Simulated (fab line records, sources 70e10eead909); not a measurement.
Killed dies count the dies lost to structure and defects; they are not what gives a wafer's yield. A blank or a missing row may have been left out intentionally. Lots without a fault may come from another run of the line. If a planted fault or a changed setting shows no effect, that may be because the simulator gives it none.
What tool caused it? | flow nand harc | 36 wafers from 12 lots sampled at 6 of the route's 1302 steps

== WHAT THE GAUGES READ, wafer by wafer ==
NHARC_P_GATE_CD_MEAS_33. Usual: cd nm 120.2 nm, standard deviation 2.6.
lot  | measured     | on        | cd nm (nm)        | flag
L896 | day 5 13:40  | cd sem-03 | 119.4 123.5 124.3 |
L897 | day 6 02:15  | cd sem-03 | 119.0 120.7 121.4 |
L898 | day 6 05:55  | cd sem-02 | 115.7 118.7 120.9 |
L899 | day 6 19:07  | cd sem-01 | 116.9 120.5 120.9 |
L900 | day 7 03:58  | cd sem-01 | 121.9 122.3 121.7 |
L902 | day 8 06:39  | cd sem-02 | 123.5 118.9 122.9 |
L904 | day 9 01:50  | cd sem-01 | 122.5 116.7 121.2 |
L905 | day 9 07:49  | cd sem-02 | 118.0 121.2 119.3 |
L907 | day 10 12:34 | cd sem-02 | 120.6 121.5 125.8 |
L908 | day 10 16:26 | cd sem-02 | 116.7 118.6 117.1 |
L909 | day 11 02:29 | cd sem-02 | 118.8 117.1 119.3 |
L918 | day 14 20:38 | cd sem-03 | 120.7 119.0 119.8 |

NHARC_P_GATE_CD_MEAS_91: target cd 2000 nm. Usual: cd nm 1999.4 nm, standard deviation 1.9.
lot  | measured     | on        | cd nm (nm)           | flag
L896 | day 6 04:00  | cd sem-01 | 1997.3 1999.1 1996.0 |
L897 | day 6 16:23  | cd sem-01 | 1999.7 1999.9 1998.5 |
L898 | day 6 20:11  | cd sem-02 | 1999.9 2000.0 2001.5 |
L899 | day 7 11:45  | cd sem-02 | 1998.4 2000.0 1994.0 |
L900 | day 7 18:32  | cd sem-01 | 1999.1 2002.5 1997.8 |
L902 | day 8 21:00  | cd sem-02 | 2000.8 2001.0 2002.8 |
L904 | day 9 16:21  | cd sem-03 | 1999.5 1999.6 2002.9 |
L905 | day 9 22:32  | cd sem-03 | 1998.8 1997.7 1996.5 |
L907 | day 11 02:55 | cd sem-01 | 1999.0 1999.5 2002.2 |
L908 | day 11 06:34 | cd sem-01 | 1997.0 2000.5 1999.7 |
L909 | day 11 16:44 | cd sem-02 | - - -                | OFF
L918 | day 15 11:17 | cd sem-01 | 2002.3 2000.9 1997.2 |

NHARC_END_SORT_01. Usual: killed at array 64, standard deviation 16; killed at other 1.0, standard deviation 1.1; killed at periphery 3.5, standard deviation 2.3; killed dies 69, standard deviation 17; killed open 3.2, standard deviation 1.6; killed short 2.4, standard deviation 1.6.
lot  | measured     | on        | killed at array | killed at other | killed at periphery | killed dies | killed open | killed short | flag
L909 | day 30 12:36 | prober-02 | 47 40 48        | 1 0 0           | 629 637 629         | 677 677 677 | 3 4 5       | 2 3 4        | OFF

== EACH LOT AND THE TOOL THAT RAN IT (in order: tool; ch and the chambers of the sampled wafers; start) ==
lot  | NHARC_P_GATE_STRIP_101             | NHARC_P_GATE_EXPOSE_88            | NHARC_P_CONTACT_DEP_30
L896 | rie diel-03 ch 0,2,3, day 5 23:44  | krf scanner-04 ch 0, day 6 03:50  | pecvd-01 ch 0,1,2, day 6 07:07
L897 | rie diel-01 ch 0,2, day 6 12:15    | krf scanner-04 ch 0, day 6 16:14  | pecvd-02 ch 0,2, day 6 19:32
L898 | rie diel-01 ch 1,2,3, day 6 15:55  | krf scanner-04 ch 0, day 6 20:02  | pecvd-01 ch 0,1, day 6 23:24
L899 | rie diel-01 ch 1,2, day 7 07:13    | krf scanner-02 ch 0, day 7 11:35  | pecvd-02 ch 0,1,2, day 7 14:55
L900 | rie diel-10 ch 1,2,3, day 7 14:02  | krf scanner-03 ch 0, day 7 18:23  | pecvd-04 ch 0,2, day 7 22:14
L902 | rie diel-10 ch 1,2, day 8 16:39    | krf scanner-04 ch 0, day 8 20:51  | pecvd-02 ch 0,2, day 9 00:14
L904 | rie diel-10 ch 0,1,3, day 9 11:55  | krf scanner-02 ch 0, day 9 16:12  | pecvd-02 ch 1,2, day 9 19:37
L905 | rie diel-03 ch 0,1,3, day 9 17:52  | krf scanner-04 ch 0, day 9 22:23  | pecvd-04 ch 0,1,2, day 10 01:42
L907 | rie diel-10 ch 0,3, day 10 22:36   | krf scanner-02 ch 0, day 11 02:46 | pecvd-01 ch 0,2, day 11 06:09
L908 | rie diel-03 ch 0,1,2, day 11 02:25 | krf scanner-03 ch 0, day 11 06:25 | pecvd-04 ch 1,2, day 11 09:44
L909 | rie diel-03 ch 0,1, day 11 12:35   | krf scanner-03 ch 0, day 11 16:35 | -
L918 | rie diel-10 ch 0,1,3, day 15 06:44 | krf scanner-04 ch 0, day 15 11:07 | pecvd-04 ch 0,2, day 15 17:45
- NHARC_P_GATE_STRIP_101: strips in O2, time 20 s.
- NHARC_P_GATE_EXPOSE_88: exposes mask P HVN, target cd 2000 nm.
- NHARC_P_CONTACT_DEP_30: deposits SiNx, target thk 30 nm.

== AS READ BY THE TOOLS THEMSELVES (means over the sampled wafers that have a number; for cases with no such wafer, the mark the record gives instead) ==
NHARC_P_GATE_STRIP_101. Usual: drypump motor current A 5.6 A, standard deviation 0.39; o2 flow sccm 499.9 sccm, standard deviation 1.5; oes product au 1.002 a.u., standard deviation 0.011; rf vpp V 57.8 V, standard deviation 0.92; showerhead plenum p Torr 3.53 Torr, standard deviation 0.14; throttle valve pct 17.037 %, standard deviation 0.0085.
lot  | tool        | drypump motor current A (A) | o2 flow sccm (sccm) | oes product au (a.u.) | rf vpp V (V) | showerhead plenum p Torr (Torr) | throttle valve pct (%) | flag
L896 | rie diel-03 | 5.5                         | 498.9               | 1.017                 | 57.6         | 3.59                            | 17.042                 |
L897 | rie diel-01 | 6.1                         | 500.1               | 0.997                 | 58.4         | 3.53                            | 17.034                 |
L898 | rie diel-01 | 5.5                         | 499.9               | 1.005                 | 58.3         | 3.47                            | 17.041                 |
L899 | rie diel-01 | 5.8                         | 499.2               | 1.011                 | 56.5         | 3.35                            | 17.030                 |
L900 | rie diel-10 | 5.7                         | 499.4               | 1.000                 | 57.4         | 3.43                            | 17.035                 |
L902 | rie diel-10 | 5.7                         | 498.6               | 0.991                 | 57.4         | 3.42                            | 17.042                 |
L904 | rie diel-10 | 5.8                         | 500.5               | 0.990                 | 57.5         | 3.49                            | 17.040                 |
L905 | rie diel-03 | 5.8                         | 502.2               | 1.008                 | 58.3         | 3.64                            | 17.029                 |
L907 | rie diel-10 | 5.8                         | 500.2               | 1.000                 | 57.5         | 3.50                            | 17.052                 |
L908 | rie diel-03 | 5.5                         | 500.8               | 1.015                 | 58.0         | 3.67                            | 17.032                 |
L909 | rie diel-03 | 5.9                         | 499.7               | 1.006                 | 57.8         | 3.69                            | 17.034                 |
L918 | rie diel-10 | 5.8                         | 499.7               | 0.997                 | 58.5         | 3.49                            | 17.032                 |

NHARC_P_GATE_EXPOSE_88. Usual: stage vel mm s 499.99 mm/s, standard deviation 0.29.
lot  | tool           | stage vel mm s (mm/s) | flag
L896 | krf scanner-04 | 500.02                |
L897 | krf scanner-04 | 500.02                |
L898 | krf scanner-04 | 499.94                |
L899 | krf scanner-02 | 499.79                |
L900 | krf scanner-03 | 499.75                |
L902 | krf scanner-04 | 500.02                |
L904 | krf scanner-02 | 500.40                |
L905 | krf scanner-04 | 500.07                |
L907 | krf scanner-02 | 500.13                |
L908 | krf scanner-03 | 500.46                |
L909 | krf scanner-03 | 499.62                |
L918 | krf scanner-04 | 499.73                |

NHARC_P_CONTACT_DEP_30. Usual: heater power w 739 W, standard deviation 110.
lot  | tool     | heater power w (W) | flag
L896 | pecvd-01 | 861                |
L897 | pecvd-02 | 727                |
L898 | pecvd-01 | 817                |
L899 | pecvd-02 | 676                |
L900 | pecvd-04 | 799                |
L902 | pecvd-02 | 630                |
L904 | pecvd-02 | 571                |
L905 | pecvd-04 | 762                |
L907 | pecvd-01 | 780                |
L908 | pecvd-04 | 684                |
L918 | pecvd-04 | 780                |

== THE ANSWER, worked out from the rows above alone ==
Rule: lot off if the mean of its wafers having a number is beyond 3 standard deviations from the usual mean. Also off: a lot with no number at a reading for which 4 or more lots have one. All remaining lots with rows at the step are treated as sound. After the gauges, taken in route order, come the tools' own readings; for these a lot's mean is taken, as printed above. The first step at which some lot is off is used, and at that step the reading that is off furthest; a lot without a number counts as furthest.
Off at NHARC_P_GATE_CD_MEAS_91 (cd nm): L909. Without a number there: L909.
A tool fits if, at a process step before that reading, it ran every lot that is off, and no sound lot after the first of them. Not tried: the gauges at NHARC_P_GATE_CD_MEAS_91; whatever is off there is also off at NHARC_END_SORT_01, on other tools, and gauge error can't account for it. 2 tools fit, rie diel-03 at NHARC_P_GATE_STRIP_101 and krf scanner-03 at NHARC_P_GATE_EXPOSE_88, so this cannot tell which one it is.

== WHAT THE SIMULATOR HAD INSERTED ==
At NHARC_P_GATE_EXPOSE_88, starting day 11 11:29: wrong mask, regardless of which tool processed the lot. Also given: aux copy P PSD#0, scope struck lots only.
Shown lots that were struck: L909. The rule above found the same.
